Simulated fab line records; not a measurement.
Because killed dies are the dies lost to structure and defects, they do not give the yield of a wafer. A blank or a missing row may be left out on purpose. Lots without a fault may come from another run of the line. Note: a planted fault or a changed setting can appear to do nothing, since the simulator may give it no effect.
Split-lot study | flow n5_finfet | route with 1938 steps; 7 lots, 21 wafers read

## THE SPLIT
At N5_BEOL_M1_ILD_DEP_00 (deposits SiOC from DEMS/O2, target thk 79 nm, time 15.3 s), the setting time_s was moved away from the recipe's 15.3 s on 5 of the 21 wafers read, by -10.6% to +8.0%. All remaining wafers had this setting at the recipe value.

The file shows no step between the split and the reading.

## THE READING
Values of M1_ILD_THK in nm from N5_BEOL_M1_THK_MEAS_01. Typical for fault-free wafers on this fab line: 78.9 nm, with standard deviation 1.3 nm.

wafer  | tool, chamber at the split | time_s as run, s | against the recipe | M1_ILD_THK, nm | against lot-mates on the recipe
L074.2 | pecvd-01, 2                | 15.3             | recipe             | 78.4           | -
L074.3 | pecvd-01, 0                | 15.3             | recipe             | 79.2           | -
L074.5 | pecvd-01, 0                | 15.3             | recipe             | 81.5           | -
L078.2 | pecvd-03, 2                | 15.3             | recipe             | 79.6           | -
L078.4 | pecvd-03, 2                | 15.3             | recipe             | 79.7           | -
L078.5 | pecvd-03, 0                | 15.3             | recipe             | 81.6           | -
L082.1 | pecvd-02, 1                | 15.3             | recipe             | 77.0           | -
L082.3 | pecvd-02, 0                | 15.3             | recipe             | 78.4           | -
L082.5 | pecvd-02, 0                | 15.3             | recipe             | 80.2           | -
L088.3 | pecvd-03, 0                | 15.3             | recipe             | 80.7           | -
L088.4 | pecvd-03, 1                | 15.3             | recipe             | 78.5           | -
L088.6 | pecvd-03, 0                | 15.3             | recipe             | 81.1           | -
L094.1 | pecvd-02, 2                | 16.53            | +8.0%              | 84.3           | +5.2
L094.5 | pecvd-02, 1                | 15.3             | recipe             | 78.8           | -
L094.6 | pecvd-02, 2                | 15.3             | recipe             | 79.4           | -
L095.1 | pecvd-02, 1                | 14.48            | -5.4%              | 73.5           | -4.6
L095.2 | pecvd-02, 0                | 14.48            | -5.4%              | 73.1           | -5.0
L095.4 | pecvd-02, 2                | 15.3             | recipe             | 78.1           | -
L096.4 | pecvd-02, 1                | 15.3             | recipe             | 76.9           | -
L096.5 | pecvd-02, 2                | 13.68            | -10.6%             | 68.6           | -8.3
L096.6 | pecvd-02, 1                | 13.68            | -10.6%             | 69.1           | -7.8

THE FIT
A straight line over all 21 wafers: M1_ILD_THK changes by +0.922 nm for each +1% of time_s; r = +0.93; the points scatter about the line by 1.4 nm.
The same after taking each lot's own level away (the mean of its wafers on the recipe; 21 wafers): +0.753 nm for each +1%; r = +0.95; scatter 0.99 nm.
On that fit, the largest move of time_s shifts the reading by 8 nm.
Across the lots, their own levels run from 76.90 to 80.30 nm, a range of 2.6 times the standard deviation given above.
Hence the slope depends on the lot-to-lot level, as the two fits are not the same.
Check: for one of the wafers moved furthest among these (-10.6%), held out of the fit, the line's prediction against its lot-mates is -8 nm. Against them it came out at -8.3 nm.

## OTHER SPLITS ON THESE WAFERS
These wafers also went through other splits before the reading. Each is held against what the fit with the lots' levels taken away leaves over:
other split on the same wafers   | wafers away from the commonest value | r with M1_ILD_THK (lot level and that fit taken away)
N5_BEOL_M0_SAQP_COAT_34 spin_rpm | 4                                    | -0.17

## THE WHOLE CHAIN: every reading that the file lists as answering this split, in the file's order
step                   | what it does                                              | reading                                                                            | change (the file's fit)               | r (the file's)
N5_BEOL_M1_ILD_DEP_00  | deposits SiOC from DEMS/O2, target thk 79 nm, time 15.3 s | SiOC_of_BEOL_M1_ILD_DEP_00.thk_nm (the simulator's own value, which no gauge read) | +0.728 nm for each +1% of the setting | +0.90
N5_BEOL_M1_THK_MEAS_01 |                                                           | M1_ILD_THK                                                                         | +0.74 for each +1% of the setting     | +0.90

## FILE'S OWN FIT
M1_ILD_THK changes by +0.74 nm for each +1% of time_s, r = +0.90.
